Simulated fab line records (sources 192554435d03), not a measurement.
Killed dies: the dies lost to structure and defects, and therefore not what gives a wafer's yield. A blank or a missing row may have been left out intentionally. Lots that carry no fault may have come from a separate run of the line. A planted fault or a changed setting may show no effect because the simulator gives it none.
Split-lot study | flow n5Finfet | 7 lots, 21 wafers read, on a route of 1938 steps

== THE SPLIT ITSELF ==
At N5_BEOL_M14_EXPOSE_25 (exposes mask M14, target cd 280 nm), the setting doseMj was moved away from the recipe's 26.6 on 7 of the 21 wafers read, by -5.7% to +6.3%. For the rest of the wafers, this setting stayed at what the recipe calls for.

== FROM THE SPLIT TO THE READING: what the file shows between them, 3 steps ==
- N5_BEOL_M14_PEB_26: peb time 90 s
- N5_BEOL_M14_DEVELOP_27: develop time 45 s
- N5_BEOL_M14_HARDBAKE_32: time 120 s

== THE READING ==
cdNm (nm) at N5_BEOL_M14_CD_MEAS_28, where the cd target is 284.4 nm. Typical for fault-free wafers on this fab line: 283.9 nm, with standard deviation 1.7 nm.

wafer  | tool, chamber at the split | doseMj as run | against the recipe | cdNm, nm | against lot-mates on the recipe
L079.1 | krfScanner-02, 0           | 26.05         | -2.1%              | 277.9    | no lot-mate on the recipe
L079.3 | krfScanner-02, 0           | 26.05         | -2.1%              | 278.9    | no lot-mate on the recipe
L079.5 | krfScanner-02, 0           | 26.05         | -2.1%              | 279.9    | no lot-mate on the recipe
L078.1 | krfScanner-02, 0           | 25.08         | -5.7%              | 274.4    | -9.8
L078.5 | krfScanner-02, 0           | 26.6          | recipe             | 284.2    | -
L078.6 | krfScanner-02, 0           | 25.08         | -5.7%              | 274.8    | -9.4
L085.1 | krfScanner-01, 0           | 26.6          | recipe             | 283.3    | -
L085.5 | krfScanner-01, 0           | 26.6          | recipe             | 284.6    | -
L085.6 | krfScanner-01, 0           | 26.6          | recipe             | 284.1    | -
L087.1 | krfScanner-02, 0           | 26.6          | recipe             | 282.4    | -
L087.5 | krfScanner-02, 0           | 28.27         | +6.3%              | 293.6    | +11.2
L087.6 | krfScanner-02, 0           | 28.27         | +6.3%              | 294.9    | +12.5
L090.2 | krfScanner-02, 0           | 26.6          | recipe             | 284.2    | -
L090.4 | krfScanner-02, 0           | 26.6          | recipe             | 284.6    | -
L090.5 | krfScanner-02, 0           | 26.6          | recipe             | 282.6    | -
L092.2 | krfScanner-02, 0           | 26.6          | recipe             | 281.7    | -
L092.5 | krfScanner-02, 0           | 26.6          | recipe             | 282.4    | -
L092.6 | krfScanner-02, 0           | 26.6          | recipe             | 280.1    | -
L096.1 | krfScanner-01, 0           | 26.6          | recipe             | 286.3    | -
L096.3 | krfScanner-01, 0           | 26.6          | recipe             | 281.0    | -
L096.4 | krfScanner-01, 0           | 26.6          | recipe             | 282.9    | -

FIT RESULTS
A straight line over all 21 wafers: cdNm changes by +1.68 nm for each +1% of doseMj; r = +0.96; the points scatter about the line by 1.5 nm.
The same after taking each lot's own level away (the mean of its wafers on the recipe; 18 wafers): +1.79 nm for each +1%; r = +0.98; scatter 1.2 nm.
On that fit, the largest move of doseMj shifts the reading by 11 nm.
Across the lots, their own levels run from 281.40 to 284.20 nm, a range of 1.6 times the standard deviation given above.
Hence the lot-to-lot level has little effect on the slope; both slopes agree.
Check: +11.5 nm against its lot-mates is what the line predicts for one of the wafers moved furthest among these (+6.3%) when that wafer is left out of the fit. Against them it came out at +11.2 nm.

== FURTHER SPLITS ON THESE WAFERS ==
Note: prior to the reading, these wafers also went through further splits. Each is held against what the fit with the lots' levels taken away leaves over:
other split on the same wafers | wafers away from the commonest value | r with cdNm (lot level and that fit taken away)
N5_BEOL_M13_ETCH_59 timeS      | 10                                   | -0.03
N5_BEOL_M14_ETCH_59 timeS      | 8                                    | -0.40

== THE WHOLE CHAIN: every reading that the file lists as answering this split, in the file's order ==
step                   | what it does                                           | reading                                                        | change (the file's fit)              | r (the file's)
N5_BEOL_M14_CD_MEAS_28 | target cd 284.4 nm                                     | cdNm                                                           | +1.79 nm for each +1% of the setting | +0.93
N5_BEOL_M14_DESCUM_33  | chemistry O2, time 7.9 s                               | BEOL_M14.cdNm (the simulator's own value, which no gauge read) | +1.79 nm for each +1% of the setting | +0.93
N5_BEOL_M14_ETCH_67    | etches SiARC in CF4, target depth 143 nm, time 238.3 s | BEOL_M14.cdNm (the simulator's own value, which no gauge read) | +1.69 nm for each +1% of the setting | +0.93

== FILE'S OWN FIT ==
cdNm changes by +1.79 nm for each +1% of doseMj, r = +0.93.
